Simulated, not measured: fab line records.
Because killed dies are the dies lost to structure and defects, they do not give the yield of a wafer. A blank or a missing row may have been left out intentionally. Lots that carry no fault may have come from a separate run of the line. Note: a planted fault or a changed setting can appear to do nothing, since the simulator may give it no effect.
The tool behind it: which one?    flow n5-finfet    9 lots with 27 wafers sampled at 6 steps, on a route of 1938 steps

WHAT EACH GAUGE READ, for each wafer
N5_SD_EPI_N_EPI_MEAS_23.
lot   measured     on             thk-nm (nm)
L564  day 3 03:34  film-metro-02  59.4 58.0 59.1
L566  day 3 16:10  film-metro-01  58.5 59.4 56.7
L570  day 4 16:32  film-metro-02  58.1 59.2 60.0
L576  day 6 14:25  film-metro-02  58.7 58.0 57.1
L579  day 7 01:58  film-metro-01  56.0 57.5 57.1
L580  day 7 05:17  film-metro-01  60.7 59.7 59.9
L582  day 7 19:01  film-metro-02  59.8 58.0 58.8
L584  day 8 06:26  film-metro-02  59.1 58.4 58.9
L585  day 8 13:18  film-metro-01  58.9 59.0 58.9

N5_SD_EPI_P_CD_MEAS_09 targets a cd of 240 nm.
lot   measured     on         cd-nm (nm)
L564  day 3 04:31  cd-sem-02  240.6 240.5 241.9
L566  day 3 17:27  cd-sem-02  240.5 240.3 239.7
L570  day 4 17:22  cd-sem-02  240.3 239.4 238.9
L576  day 6 15:32  cd-sem-02  240.5 240.6 241.6
L579  day 7 03:41  cd-sem-03  229.7 229.9 230.1
L580  day 7 06:08  cd-sem-03  232.9 233.7 233.4
L582  day 7 20:19  cd-sem-01  240.4 241.3 241.1
L584  day 8 07:28  cd-sem-01  238.4 238.7 239.7
L585  day 8 14:29  cd-sem-03  240.2 241.8 239.9

N5_SD_EPI_P_OVL_MEAS_10.
lot   measured     on          SD_P_BLK_OVL (nm)
L564  day 3 04:33  overlay-01  0.8 0.4 1.2
L566  day 3 17:29  overlay-02  1.2 0.6 1.2
L570  day 4 17:23  overlay-02  0.4 0.1 0.5
L576  day 6 15:34  overlay-01  -0.2 0.0 -0.7
L579  day 7 03:43  overlay-01  1.3 1.1 1.5
L580  day 7 06:10  overlay-01  1.1 1.1 1.0
L582  day 7 20:20  overlay-01  1.2 1.1 0.5
L584  day 8 07:29  overlay-01  0.2 -0.4 -0.4
L585  day 8 14:31  overlay-01  0.5 1.3 0.4

N5_BEOL_M4_RC_MEAS_101.
lot   measured      on         DIBL_N (mV/V)   DIBL_P (mV/V)   IOFF_N (nA/um)  IOFF_P (nA/um)  ION_N (uA/um)  ION_P (uA/um)  SS_N (mV/dec)   SS_P (mV/dec)   VT_N (mV)    VT_P (mV)
L564  day 10 21:20  prober-01  36.1 37.7 35.1  34.2 34.9 34.2  0.13 0.15 0.12  0.17 0.18 0.17  663 662 656    454 453 450    71.3 71.9 72.3  73.7 73.6 73.1  252 252 257  -257 -256 -255
L566  day 10 23:23  prober-01  37.1 36.9 35.1  37.7 37.9 35.9  0.15 0.15 0.13  0.20 0.20 0.19  663 678 679    453 467 467    72.1 71.6 71.2  74.2 74.0 73.1  252 253 253  -254 -254 -250
L570  day 13 10:34  prober-02  35.3 35.4 36.9  36.0 36.8 38.3  0.17 0.17 0.19  0.23 0.25 0.26  687 696 679    472 477 464    71.3 70.7 71.1  73.0 73.4 73.2  247 248 249  -247 -247 -247
L576  day 15 05:56  prober-02  39.3 36.8 34.9  38.7 35.9 34.0  0.20 0.16 0.13  0.28 0.23 0.21  690 677 678    474 467 474    72.4 71.7 71.2  73.7 73.2 72.5  247 250 251  -244 -247 -247
L579  day 14 23:17  prober-01  36.6 36.8 36.0  34.7 34.9 34.1  0.14 0.14 0.12  0.19 0.19 0.17  680 668 663    465 464 455    71.0 71.4 70.5  73.7 72.9 72.3  250 251 251  -252 -251 -254
L580  day 15 02:08  prober-02  37.9 38.6 36.5  38.6 38.9 36.7  0.20 0.21 0.17  0.27 0.26 0.23  695 681 671    476 465 468    72.2 72.8 71.5  74.1 74.4 72.8  247 247 247  -247 -245 -250
L582  day 16 03:49  prober-02  36.9 36.9 36.6  37.1 37.8 35.7  0.17 0.16 0.16  0.22 0.24 0.21  685 666 689    469 461 467    71.9 71.8 71.4  73.2 73.5 73.7  249 252 250  -251 -251 -250
L584  day 16 07:55  prober-01  36.6 34.4 34.6  36.5 34.2 34.8  0.17 0.13 0.14  0.20 0.17 0.18  679 667 679    456 457 464    71.8 70.5 70.6  73.6 72.9 73.1  247 251 251  -254 -253 -252
L585  day 15 15:10  prober-01  35.7 35.9 35.4  37.3 37.6 36.7  0.13 0.14 0.13  0.16 0.17 0.16  671 675 655    455 451 441    71.9 71.2 71.5  73.7 73.8 73.3  256 251 251  -257 -258 -259

WHICH TOOL RAN EACH LOT (tool, then ch and the chambers of the sampled wafers, then the start)
lot   N5_SD_EPI_N_STRIP_38                 N5_SD_EPI_P_EXPOSE_06
L564  plasma-asher-01 ch 0,1, day 3 00:58  arfi-scanner-02 ch 0, day 3 04:24
L566  plasma-asher-02 ch 0,1, day 3 13:34  arfi-scanner-03 ch 0, day 3 17:20
L570  plasma-asher-01 ch 0,1, day 4 13:07  arfi-scanner-01 ch 0, day 4 17:14
L576  plasma-asher-01 ch 0,1, day 6 10:06  arfi-scanner-03 ch 0, day 6 15:26
L579  plasma-asher-02 ch 0,1, day 6 22:49  arfi-scanner-03 ch 0, day 7 03:34
L580  plasma-asher-01 ch 0,1, day 7 01:56  arfi-scanner-03 ch 0, day 7 06:00
L582  plasma-asher-01 ch 0,1, day 7 15:26  arfi-scanner-01 ch 0, day 7 20:11
L584  plasma-asher-01 ch 0,1, day 8 03:50  arfi-scanner-01 ch 0, day 8 07:20
L585  plasma-asher-02 ch 0,1, day 8 10:25  arfi-scanner-02 ch 0, day 8 14:22
- N5_SD_EPI_N_STRIP_38: strips in N2/H2.
- N5_SD_EPI_P_EXPOSE_06: exposes mask SD P BLK, target cd 240 nm.

AS READ BY THE TOOLS THEMSELVES (means over the sampled wafers that have a number; for cases with no such wafer, the mark the record gives instead)
N5_SD_EPI_N_STRIP_38.
lot   tool             drypump-motor-current-A (A)  heater-power-w (W)  oes-product-au (a.u.)
L564  plasma-asher-01  6.0                          305                 0.770
L566  plasma-asher-02  5.3                          341                 0.754
L570  plasma-asher-01  5.8                          323                 0.768
L576  plasma-asher-01  5.8                          315                 0.758
L579  plasma-asher-02  5.3                          343                 0.759
L580  plasma-asher-01  5.8                          317                 0.766
L582  plasma-asher-01  5.8                          315                 0.759
L584  plasma-asher-01  5.8                          318                 0.757
L585  plasma-asher-02  4.9                          345                 0.758

N5_SD_EPI_P_EXPOSE_06.
lot   tool             exposure-dose-mJ-cm2
L564  arfi-scanner-02  39.47
L566  arfi-scanner-03  39.51
L570  arfi-scanner-01  39.53
L576  arfi-scanner-03  39.46
L579  arfi-scanner-03  34.24
L580  arfi-scanner-03  35.37
L582  arfi-scanner-01  39.54
L584  arfi-scanner-01  39.50
L585  arfi-scanner-02  39.44

THE ANSWER, worked out from the rows above alone
Rule: the lots themselves supply what counts as usual. The widest of any qualifying gaps counts: lots, ordered by their means at a reading, are off when they make up no more than a third of the lots, leave a main group of 4 or more, and stand apart from it by 3 or more times the standard deviation of that group's means. A main group whose means are all the same, to the digits that the tables above print for the reading, isn't used. A lot without any number at a reading at which 4 lots or more have one is off too. All remaining lots with rows at the step are treated as sound. The gauges are gone through in route order, then the tools' own readings, and for those a lot's mean is taken as printed above. The first step at which some lot is off is used, and at that step the reading that is off furthest; a lot without a number counts as furthest.
Off: L579, L580 (N5_SD_EPI_P_CD_MEAS_09, cd-nm). Mean 240.3 nm and standard deviation 0.74 in the main group.
A tool fits if, at a process step before that reading, it ran every lot that is off, and no sound lot after the first of them. Not tried: the gauges at N5_SD_EPI_P_CD_MEAS_09; whatever is off there is also off at N5_SD_EPI_P_EXPOSE_06, on other tools, and gauge error can't account for it. One fits: N5_SD_EPI_P_EXPOSE_06 on arfi-scanner-03. Its last sound lot is L576 (day 6 15:26), its first lot that is off L579 (day 7 03:34): a fault that began between those two fits.
The tool's own readings at N5_SD_EPI_P_EXPOSE_06 bear it out: on the lots that are off they differ by more than 5 times the standard deviation of the sound lots' means. exposure-dose-mJ-cm2 reads 34.80 there against 39.49 on the sound lots.

WHAT WAS PUT IN BY THE SIMULATOR
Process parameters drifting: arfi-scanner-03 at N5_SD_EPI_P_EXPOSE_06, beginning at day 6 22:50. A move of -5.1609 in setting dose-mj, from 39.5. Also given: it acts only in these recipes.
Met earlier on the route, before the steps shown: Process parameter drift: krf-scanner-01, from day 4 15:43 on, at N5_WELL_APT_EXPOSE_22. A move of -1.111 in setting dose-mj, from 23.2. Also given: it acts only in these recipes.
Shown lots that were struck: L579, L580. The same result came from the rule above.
